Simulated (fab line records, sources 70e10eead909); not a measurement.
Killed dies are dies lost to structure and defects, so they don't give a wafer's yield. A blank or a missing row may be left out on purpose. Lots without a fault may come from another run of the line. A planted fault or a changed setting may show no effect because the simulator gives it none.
A struck lot beside a sound one | flow nand_harc | 15 steps out of a route of 1302
Sound: wafers L328.2, L328.3, L328.6. Struck: wafers L337.1, L337.3, L337.4. The cause comes at the end.
At each step with rows: each side's tool, then ch and its chambers, then its first start. Under that, the readings that differ: sound wafers | struck wafers | difference of the means | sigmas: that difference in standard deviations of wafers without a fault.
alike: readings whose means differ by less than 2 such deviations, and words and numbers that are the same on both sides. not compared: withheld readings, readings that some wafer has no value for, bounds like >300 that may hide the same value, and numbers for which the record gives no deviation and whose values overlap.
The two part at a step that has a row with sigmas, a row that says differs or no value, or rows on one side only. Numbers that don't overlap but have no deviation are shown without sigmas and don't part them. A reading that every wafer of one side lacks parts them only if that side has two wafers or more.

first, 7 steps without rows for these wafers: NHARC_P_BONDPAD_COAT_36 (time 65 s); NHARC_P_BONDPAD_COAT_03 (resist thk 600 nm); NHARC_P_BONDPAD_SOFTBAKE_04 (time 70 s); NHARC_P_BONDPAD_EBR_05; NHARC_P_BONDPAD_EXPOSE_06 (exposes mask P BPAD); NHARC_P_BONDPAD_PEB_07 (peb time 80 s); NHARC_P_BONDPAD_DEVELOP_08 (time 50 s).
NHARC_P_BONDPAD_CD_MEAS_09: target cd 500 nm.
  sound on cd_sem-02 ch 0, day 8 05:15; struck on cd_sem-01 ch 0, day 12 13:42
  alike: cd_nm
NHARC_P_BONDPAD_OVL_MEAS_38:
  sound on overlay-02, day 8 05:20; struck on overlay-02, day 12 13:47
  reading           | sound    | struck   | difference | sigmas
  overlay_y_nm (nm) | -8 -9 -8 | 12 12 12 | +20        | +3
  alike: overlay_x_nm
then, 1 step without rows for these wafers: NHARC_P_BONDPAD_HARDBAKE_10 (time 65 s).
NHARC_P_BONDPAD_DESCUM_11: chemistry O2, time 3 s.
  sound on rie_diel-09 ch 1,2, day 8 05:28; struck on rie_diel-09 ch 0,1,3, day 12 13:55
  alike: drypump_motor_current_A, oes_product_au, rf_vpp_V, showerhead_plenum_p_Torr, throttle_valve_pct
  not compared: rf_hours_counter_h
NHARC_P_BONDPAD_ETCH_37: etches the open film in N2/H2, target depth 60 nm, overetch 18 nm, time 65.91 s.
  sound on rie_diel-09 ch 1,3, day 8 05:32; struck on rie_diel-09 ch 0,2,3, day 12 14:00
  reading                        | sound                | struck               | difference | sigmas
  chamber_pressure_mTorr (mTorr) | 29.981 29.955 29.986 | 30.021 30.061 30.006 | +0.055     | +2
  alike: bias_w, drypump_motor_current_A, oes_product_au, rf_fwd_power_W, rf_vpp_V, showerhead_plenum_p_Torr, throttle_valve_pct
  not compared: rf_hours_counter_h
NHARC_P_BONDPAD_ETCH_12: etches the open film in CHF3/O2, target depth 200 nm, time 100 s.
  sound on rie_diel-09 ch 1,2,3, day 8 05:39; struck on rie_diel-09 ch 0,1,2, day 12 14:05
  no value came back on the struck wafers for any of 8 readings (bias_w (W), chamber_pressure_mTorr (mTorr) and others); on the sound wafers bias_w (W) reads 200.2 199.9 201.1
  not compared: rf_hours_counter_h
NHARC_P_BONDPAD_CD_MEAS_13:
  sound on cd_sem-01, day 8 05:46; struck on cd_sem-03, day 12 14:14
  alike: cd_nm
-- the record jumps here: 17 days lie between the struck wafers' starts before and after (it left off in module P_BONDPAD and takes up again in module END, whose first step shown is number 1302 of the route) --
NHARC_END_SORT_01:
  sound on prober-01 ch 0, day 26 01:38; struck on prober-02 ch 0, day 29 18:24
  reading                  | sound    | struck      | difference | sigmas
  defect_limited_yield (%) | 87 90 90 | 0 0 0       | -89        | -29
  killed_at_array          | 83 55 66 | 23 17 21    | -48        | -2
  killed_at_periphery      | 4 6 5    | 653 660 656 | +651       | +99 or more
  killed_dies              | 88 65 71 | 677 677 677 | +602       | +29
  alike: killed_at_other, killed_open, killed_short

WHERE THEY PART
First at NHARC_P_BONDPAD_OVL_MEAS_38; last, within this record, at NHARC_END_SORT_01.

WHY: what the simulator had put in
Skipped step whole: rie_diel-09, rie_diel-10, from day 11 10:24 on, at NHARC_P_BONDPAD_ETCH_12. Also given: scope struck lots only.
